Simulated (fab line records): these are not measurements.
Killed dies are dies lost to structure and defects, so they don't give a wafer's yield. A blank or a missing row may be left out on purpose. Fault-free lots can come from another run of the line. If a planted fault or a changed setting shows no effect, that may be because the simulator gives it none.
fab line records | flow n5_finfet
record: lots: 9 wafers: 27 last_day: 18
route steps=1938 shown BEOL_M0_SAQP@675 BEOL_M0_CUTY@710 BEOL_M4@1111 PASSIVATION@1936
lots untouched by any fault: they come from a run of this same line in which no faults occurred
start_h: start of the lot's first displayed wafer, in hours after the record's first day | wait_h: time in hours since the lot's previous step | " unchanged from the row above | L1.1+2: a single row standing in for several wafers | - no value present, or no start provided | * or withheld: withheld | < > ~ a bound
route shown NAME@n: a module of which the file shows steps, and the number in the route of the first | usual: mean and standard deviation over wafers with no fault | same: alike in all rows | chamber/n: place in a boat | sites: the reading at each site | _std_site: how widely they spread, as a standard deviation | _edge_site: the outer-site mean with the inner-site mean subtracted | radius_mm: how far each site lies from the wafer's centre | mask NAME#n: copy n | behind: the last tool/chamber to shape the wafer | hold: cause of the lot's hold/its duration in hours/its outcome | device: which transistor (n, p or np) failed to switch | end of line: tests of these same wafers at the route's end | step lacking rows: just its recipe | killed: the dies lost at the first sort to structure and to defects; this is not the yield of the wafer | map: a wafer's dies, x killed, . not, _ none there
set.NAME: setting as actually run; set.NAME@STEP: the setting as run at that earlier step | model.NAME: the simulator's own value behind a step, which no gauge read
one table for each step of the route and one row for each wafer, over a sample of lots
services: from which hour (start_h, from the record's first day; less than 0 if before it) a tool's chamber was out of use, for how many hours, and why
== steps ==
step: N5_BEOL_M0_SAQP_RECESS_109
recipe: chemistry: HF/NH3 target: SiO2 target_depth_a: 30 afs_cycles: 1 temp_c: 30 sublimation_temp_c: 180 sublimation_time_s: 60
usual: drypump_motor_current_A: 6.1/0.34 sublimation_temp_c: 180.01/0.15
columns lot.wafer tool chamber start_h wait_h drypump_motor_current_A sublimation_temp_c
L662.1 vapor_etch-01 0 113.88 0.0 5.6 180.22
L662.2 " 1 " " 6.4 180.07
L662.5 " 1 " " 6.5 180.28
L666.4 vapor_etch-01 1 135.49 0.1 6.4 179.84
L666.5 " 1 " " 6.5 180.00
L666.6 " 0 " " 5.5 179.91
L667.2 vapor_etch-02 0 142.03 0.0 6.4 180.00
L667.4 " 1 " " 5.9 179.97
L667.6 " 0 " " 6.4 180.05
L670.1 vapor_etch-02 1 161.23 0.2 5.9 180.06
L670.3 " 1 " " 5.9 180.19
L670.5 " 1 " " 5.9 179.91
L675.2 vapor_etch-01 0 192.82 0.2 5.5 180.32
L675.3 " 0 " " 5.5 180.31
L675.6 " 1 " " 6.4 179.94
L679.1 vapor_etch-01 1 214.52 0.0 6.4 180.03
L679.4 " 1 " " 6.4 180.02
L679.6 " 1 " " 6.4 180.33
L681.1 vapor_etch-01 0 225.09 0.4 5.5 180.07
L681.3 " 0 " " 5.5 180.06
L681.4 " 1 " " 6.4 179.87
L682.1 vapor_etch-02 0 232.14 0.0 6.4 180.15
L682.5 " 1 " " 5.9 179.73
L682.6 " 0 " " 6.4 179.95
L685.1 vapor_etch-02 0 251.51 0.0 6.4 180.32
L685.2 " 1 " " 5.9 180.06
L685.4 " 1 " " 5.9 179.96
step: N5_BEOL_M0_SAQP_CD_MEAS_40
recipe: target_cd_nm: 30 landing_energy_ev: 500 detector: se_inlens
usual: cd_nm: 29.95/0.22
columns lot.wafer tool chamber start_h wait_h cd_nm
L662.1 cd_sem-02 0 115.07 - 30.10
L662.2 " 0 " " 29.80
L662.5 " 0 " " 30.50
L666.4 cd_sem-03 0 136.81 - 30.06
L666.5 " 0 " " 30.28
L666.6 " 0 " " 29.92
L667.2 cd_sem-01 0 147.58 - 29.97
L667.4 " 0 " " 30.17
L667.6 " 0 " " 30.31
L670.1 cd_sem-03 0 162.53 - 29.52
L670.3 " 0 " " 29.70
L670.5 " 0 " " 30.07
L675.2 cd_sem-03 0 194.08 - 30.17
L675.3 " 0 " " 30.02
L675.6 " 0 " " 29.73
L679.1 cd_sem-03 0 216.06 - 29.94
L679.4 " 0 " " 29.53
L679.6 " 0 " " 29.93
L681.1 cd_sem-01 0 226.44 - 29.88
L681.3 " 0 " " 30.02
L681.4 " 0 " " 30.23
L682.1 cd_sem-02 0 233.61 - 29.68
L682.5 " 0 " " 29.96
L682.6 " 0 " " 29.99
L685.1 cd_sem-03 0 252.71 - 29.98
L685.2 " 0 " " 29.57
L685.4 " 0 " " 29.83
step: N5_BEOL_M0_SAQP_OVL_MEAS_41
recipe: points_per_wafer: 522
usual: M0_CUT1_OVL: 0.0/0.76
columns lot.wafer tool chamber start_h wait_h M0_CUT1_OVL[nm]
L662.1 overlay-01 0 115.11 0.0 1.5
L662.2 " 0 " " -0.2
L662.5 " 0 " " 0.9
L666.4 overlay-01 0 136.86 0.0 -0.3
L666.5 " 0 " " -0.4
L666.6 " 0 " " -0.3
L667.2 overlay-01 0 147.61 0.0 -0.3
L667.4 " 0 " " 0.3
L667.6 " 0 " " 0.3
L670.1 overlay-01 0 162.56 0.0 -0.3
L670.3 " 0 " " 0.3
L670.5 " 0 " " -0.7
L675.2 overlay-02 0 194.12 0.0 -0.4
L675.3 " 0 " " 1.2
L675.6 " 0 " " 0.0
L679.1 overlay-01 0 216.09 0.0 -1.6
L679.4 " 0 " " 0.1
L679.6 " 0 " " -1.0
L681.1 overlay-01 0 226.47 0.0 -1.6
L681.3 " 0 " " -0.1
L681.4 " 0 " " -0.3
L682.1 overlay-02 0 233.64 0.0 0.7
L682.5 " 0 " " 0.7
L682.6 " 0 " " -0.5
L685.1 overlay-01 0 252.75 0.0 -0.2
L685.2 " 0 " " -0.2
L685.4 " 0 " " 0.6
step: N5_BEOL_M0_SAQP_STRIP_75
recipe: chemistry: CF4 resist: SiARC power_w: 300 bias_power_w: 75 pressure_mtorr: 50 cf4_flow_sccm: 150 rf_frequency_hz: 6e+07
usual: bias_power_w: 74.95/0.24 drypump_motor_current_A: 5.9/0.35 oes_product_au: 0.186/0.019 rf_vpp_V: 271.5/1.3 showerhead_plenum_p_Torr: 1.81/0.048 throttle_valve_pct: 13.5/0.35
columns lot.wafer tool chamber start_h wait_h bias_power_w drypump_motor_current_A oes_product_au rf_hours_counter_h rf_vpp_V showerhead_plenum_p_Torr throttle_valve_pct
L662.1 rie_diel-03 3 116.33 0.1 74.98 6.3 0.183 136 272.1 1.88 13.5
L662.2 " 1 " " 74.68 6.1 0.176 148 273.6 1.87 13.9
L662.5 " 1 " " 74.68 6.1 0.174 - 273.6 1.87 13.9
L666.4 rie_diel-03 3 138.04 0.1 75.07 6.3 0.178 144 271.7 1.87 13.5
L666.5 " 3 " " 74.94 6.3 0.178 - 272.5 1.87 13.6
L666.6 " 2 " " 74.93 6.3 0.225 - 270.0 1.77 13.3
L667.2 rie_diel-03 1 148.98 0.1 74.40 6.1 0.177 157 272.7 1.87 13.9
L667.4 " 2 " " 74.80 6.3 0.221 6 271.5 1.77 13.2
L667.6 " 3 " " 75.00 6.3 0.170 - 273.0 1.87 13.6
L670.1 rie_diel-03 1 163.56 0.1 74.68 6.1 0.171 162 272.4 1.87 14.0
L670.3 " 3 " " 74.74 6.3 0.177 151 273.0 1.87 13.6
L670.5 " 3 " " 75.23 6.3 0.175 - 272.6 1.87 13.6
L675.2 rie_diel-03 3 195.15 0.1 74.74 6.3 0.177 160 272.9 1.87 13.6
L675.3 " 2 " " 75.18 6.3 0.210 21 268.5 1.77 13.3
L675.6 " 2 " " 75.23 6.3 0.211 - 269.9 1.77 13.3
L679.1 rie_diel-03 0 217.71 0.1 74.98 5.6 0.196 58 270.9 1.74 13.0
L679.4 " 1 " " 75.18 6.1 0.173 178 274.3 1.86 14.0
L679.6 " 2 " " 74.67 6.3 0.207 - 269.8 1.77 13.3
L681.1 rie_diel-06 0 227.63 0.1 74.82 5.8 0.154 242 270.8 1.83 13.7
L681.3 " 2 " " 75.03 5.2 0.194 93 271.1 1.82 13.8
L681.4 " 1 " " 75.27 5.9 0.165 232 271.5 1.77 14.1
L682.1 rie_diel-06 1 235.59 0.1 75.14 5.9 0.164 234 270.3 1.77 14.1
L682.5 " 3 " " 75.26 5.8 0.206 - 273.0 1.83 13.2
L682.6 " 2 " " 74.99 5.2 0.193 - 271.4 1.82 13.8
L685.1 rie_diel-06 3 253.99 0.1 75.23 5.8 0.198 30 271.9 1.83 13.2
L685.2 " 0 " " 75.16 5.7 0.161 250 271.3 1.83 13.8
L685.4 " 1 " " 74.96 5.9 0.157 239 269.0 1.77 14.1
step: N5_BEOL_M0_CUTY_INSPECT_59
recipe: mode: adi inspect_instrument: macro
usual: raw_defect_count: 2.1/1.3
columns lot.wafer tool chamber start_h wait_h raw_defect_count
L662.1 defect_inspect-02 - 116.78 0.0 5
L662.2 " - " " 3
L662.5 " - " " 3
L666.4 defect_inspect-01 - 138.36 0.0 3
L666.5 " - " " 1
L666.6 " - " " 2
L667.2 defect_inspect-01 - 149.30 0.0 2
L667.4 " - " " 3
L667.6 " - " " 1
L670.1 defect_inspect-01 - 164.01 0.0 2
L670.3 " - " " 1
L670.5 " - " " 2
L675.2 defect_inspect-01 - 195.47 0.0 290
L675.3 " - " " 295
L675.6 " - " " 264
L679.1 defect_inspect-01 - 218.15 0.0 277
L679.4 " - " " 260
L679.6 " - " " 275
L681.1 defect_inspect-01 - 227.95 0.0 1
L681.3 " - " " 1
L681.4 " - " " 4
L682.1 defect_inspect-01 - 235.91 0.0 3
L682.5 " - " " 1
L682.6 " - " " 2
L685.1 defect_inspect-02 - 254.44 0.0 2
L685.2 " - " " 3
L685.4 " - " " 2
step: N5_BEOL_M4_RC_MEAS_101
usual: DIBL_N: 36.5/1.4 DIBL_P: 36.5/1.6 IOFF_N: 0.163/0.022 IOFF_P: 0.219/0.029 ION_N: 675/8.3 ION_P: 464/6.2 SS_N: 71.5/0.52 SS_P: 73.4/0.57 VT_N: 249.7/2.6 VT_P: -250/3
columns lot.wafer tool chamber start_h wait_h DIBL_N[mV/V] DIBL_P[mV/V] IOFF_N[nA/um] IOFF_P[nA/um] ION_N[uA/um] ION_P[uA/um] SS_N[mV/dec] SS_P[mV/dec] VT_N[mV] VT_P[mV]
L662.1 prober-02 0 164.98 0.4 35.8 35.3 0.140 0.185 661 459 71.2 72.5 250.8 -250
L662.2 " 0 " " 38.3 37.5 0.177 0.224 671 462 72.1 73.1 248.6 -247
L662.5 " 0 " " 36.7 37.0 0.152 0.201 670 465 71.2 72.9 249.0 -249
L667.2 prober-02 0 201.75 0.2 35.2 34.1 0.142 0.178 667 462 71.2 73.3 253.4 -255
L667.4 " 0 " " 37.9 36.5 0.191 0.215 691 463 72.1 73.6 248.8 -253
L667.6 " 0 " " 36.1 35.4 0.153 0.193 671 459 71.2 73.2 251.1 -253
L666.4 prober-02 0 211.63 0.5 38.0 38.5 0.187 0.234 682 462 72.1 74.0 247.6 -249
L666.5 " 0 " " 37.2 37.4 0.190 0.208 691 466 72.5 72.4 245.4 -251
L666.6 " 0 " " 37.7 38.7 0.194 0.236 687 461 72.0 73.9 246.8 -251
L670.1 prober-01 0 214.70 0.0 33.8 32.7 0.120 0.196 666 468 71.6 72.4 251.9 -247
L670.3 " 0 " " 36.2 35.5 0.155 0.244 671 464 71.3 73.1 249.2 -247
L670.5 " 0 " " 35.3 34.8 0.140 0.230 676 472 71.5 72.8 250.8 -248
L675.2 prober-01 0 246.60 0.2 34.8 35.5 0.147 0.234 664 466 71.8 73.1 249.3 -247
L675.3 " 0 " " 35.3 36.7 0.165 0.258 683 474 72.0 73.3 247.6 -245
L675.6 " 0 " " 36.8 38.5 0.186 0.295 668 473 73.2 73.8 245.2 -242
L679.1 prober-02 0 271.91 0.0 37.0 38.0 0.185 0.256 686 470 71.1 73.8 248.4 -249
L679.4 " 0 " " 37.5 37.7 0.187 0.247 677 460 72.3 73.7 250.2 -247
L679.6 " 0 " " 37.3 37.9 0.180 0.249 680 467 71.8 73.4 248.8 -246
L681.1 prober-02 0 285.77 0.0 37.2 37.0 0.176 0.219 682 461 71.7 73.5 249.3 -250
L681.3 " 0 " " 37.7 38.1 0.195 0.232 694 469 71.5 73.2 247.1 -251
L681.4 " 0 " " 38.3 38.3 0.203 0.244 682 465 71.7 73.7 246.3 -250
L682.1 prober-02 0 290.68 0.0 38.5 38.0 0.175 0.240 681 464 71.3 74.3 250.5 -247
L682.5 " 0 " " 38.7 37.9 0.184 0.244 666 460 71.4 74.3 248.6 -248
L682.6 " 0 " " 38.1 37.6 0.174 0.248 685 471 71.4 74.0 247.6 -247
L685.1 prober-02 0 316.72 0.0 36.6 35.7 0.149 0.218 661 460 71.8 73.4 251.6 -250
L685.2 " 0 " " 37.2 36.7 0.164 0.243 665 458 72.8 73.9 250.0 -248
L685.4 " 0 " " 34.9 33.8 0.132 0.196 667 467 71.7 72.7 254.0 -251
step: N5_PASSIVATION_PROBE_49
usual: defect_limited_yield: 91.2/1.6 killed_at_M0_to_M3: 33/11 killed_at_M4_up: 15/6.2 killed_at_contacts: 15/7.1 killed_at_front_end: 38/12 killed_at_other: 4/3.5 killed_dies: 104/19 killed_open: 69/14 killed_short: 34/8.5 sort_bin_5_function: 5.2/0.99 sort_bin_6_memory: 3.3/0.77 sort_n_pass: 1076/19 sort_yield_pct: 91.2/1.6
same: gross_dies: 1180 killed_at_back_side: 0 sort_bin_4_leakage[%]: 0 sort_bin_8_speed[%]: 0
columns lot.wafer tool chamber start_h wait_h defect_limited_yield[%] killed_at_M0_to_M3 killed_at_M4_up killed_at_contacts killed_at_front_end killed_at_other killed_dies killed_open killed_short sort_bin_5_function[%] sort_bin_6_memory[%] sort_n_pass sort_yield_pct[%]
L675.2 prober-01 - 347.73 0.1 85.4 115 13 9 28 7 172 36 36 9.2 3.6 1008 85.4
L675.3 prober-01 - 347.78 0.1 86.4 115 9 10 24 3 161 49 17 9.7 3.0 1019 86.4
L675.6 prober-01 - 347.93 0.3 85.7 100 10 13 41 5 169 52 31 9.2 3.6 1011 85.7
L679.1 prober-01 - 374.39 0.0 84.7 129 17 11 22 2 181 56 30 9.7 4.1 999 84.7
L679.4 prober-01 - 374.54 0.2 86.5 116 11 12 18 2 159 38 26 8.6 3.1 1021 86.5
L679.6 prober-01 - 374.64 0.3 86.0 114 12 9 27 3 165 52 25 9.2 3.6 1015 86.0
killed by level:class
L675.2 BEOL_M0_SAQP:unspecified=97 MOL_CONTACT_COAG:geometric_particle:open=6 STARTING-WAFER:geometric_particle:short=6 GATE_CUT:geometric_particle:short=5 BEOL_M2:geometric_particle:open=5 BEOL_M4:geometric_particle:short=5 BEOL_M4:geometric_particle:open=4 FIN_SAQP:geometric_particle:short=3
L675.3 BEOL_M0_SAQP:unspecified=93 MOL_CONTACT_COAG:geometric_particle:open=8 BEOL_M2:geometric_particle:open=8 STI_FIN_REVEAL:geometric_particle:open=7 STI_FIN_REVEAL:geometric_particle:short=4 BEOL_M1:geometric_particle:open=4 FIN_SAQP:geometric_particle:open=3 BEOL_M0_SAQP:geometric_particle:open=3
L675.6 BEOL_M0_SAQP:unspecified=85 FIN_SAQP:geometric_particle:open=12 MOL_CONTACT_COAG:geometric_particle:open=11 FIN_SAQP:geometric_particle:short=8 GATE_CUT:geometric_particle:short=6 DUMMY_GATE:geometric_particle:open=5 BEOL_M2:geometric_particle:open=5 STI_FIN_REVEAL:geometric_particle:open=3
L679.1 BEOL_M0_SAQP:unspecified=95 BEOL_M4:geometric_particle:open=11 BEOL_M0_SAQP:geometric_particle:short=10 MOL_CONTACT_COAG:geometric_particle:open=9 BEOL_M0_SAQP:geometric_particle:open=9 BEOL_M1:geometric_particle:open=7 FIN_SAQP:geometric_particle:short=6 DUMMY_GATE:geometric_particle:open=4
L679.4 BEOL_M0_SAQP:unspecified=92 MOL_CONTACT_COAG:geometric_particle:open=11 BEOL_M0_SAQP:geometric_particle:short=9 BEOL_M2:geometric_particle:open=5 STI_FIN_REVEAL:geometric_particle:open=4 BEOL_M2:geometric_particle:short=4 BEOL_M4:geometric_particle:open=4 FIN_SAQP:geometric_particle:short=3
L679.6 BEOL_M0_SAQP:unspecified=87 BEOL_M0_SAQP:geometric_particle:open=9 MOL_CONTACT_COAG:geometric_particle:open=9 FIN_SAQP:geometric_particle:short=6 STI_FIN_REVEAL:geometric_particle:open=6 BEOL_M0_SAQP:geometric_particle:short=6 BEOL_M0:geometric_particle:open=5 STARTING-WAFER:geometric_particle:short=5
== services ==
columns tool chamber start_h hours kind
rie_diel-03 2 103.59 - clean
rie_diel-03 2 103.59 - consumable_replace:focus_ring
rie_diel-03 2 103.59 19.6 scheduled_down
rie_diel-03 2 103.59 19.6 vent_cycle
rie_diel-06 1 114.71 23.0 repair
rie_diel-06 3 114.84 4.0 repair
rie_diel-06 3 138.00 - clean
rie_diel-06 3 138.00 - consumable_replace:focus_ring
rie_diel-06 3 138.00 20.4 scheduled_down
rie_diel-06 3 138.00 20.4 vent_cycle
rie_diel-03 1 140.98 6.8 repair
vapor_etch-01 - 174.27 4.0 pm
== key ==
first_sign: step: N5_BEOL_M0_CUTY_INSPECT_59 reading: raw_defect_count direction: up sigmas: 99+ usual: 2.1 struck: 276.8
effect: step: N5_PASSIVATION_PROBE_49 reading: killed_at_M0_to_M3 direction: up sigmas: 7.8 usual: 33 struck: 115
more_kills_born_at: N5_BEOL_M0_SAQP_STRIP_75@rie_diel-03: 549
met_at N5_BEOL_M0_SAQP_STRIP_75
struck_lots L675,L679
not_acting_at N5_BEOL_M0_SAQP_RECESS_109,N5_BEOL_M0_SAQP_CD_MEAS_40,N5_BEOL_M0_SAQP_OVL_MEAS_41
onset_between 163.56 195.15
fault: kind: chamber_particle_source tool: rie_diel-03 chamber: - onset_h: 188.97 steps: N5_BEOL_M0_SAQP_STRIP_75 rate_per_visit_cm2: 0.41659 end_h: 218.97
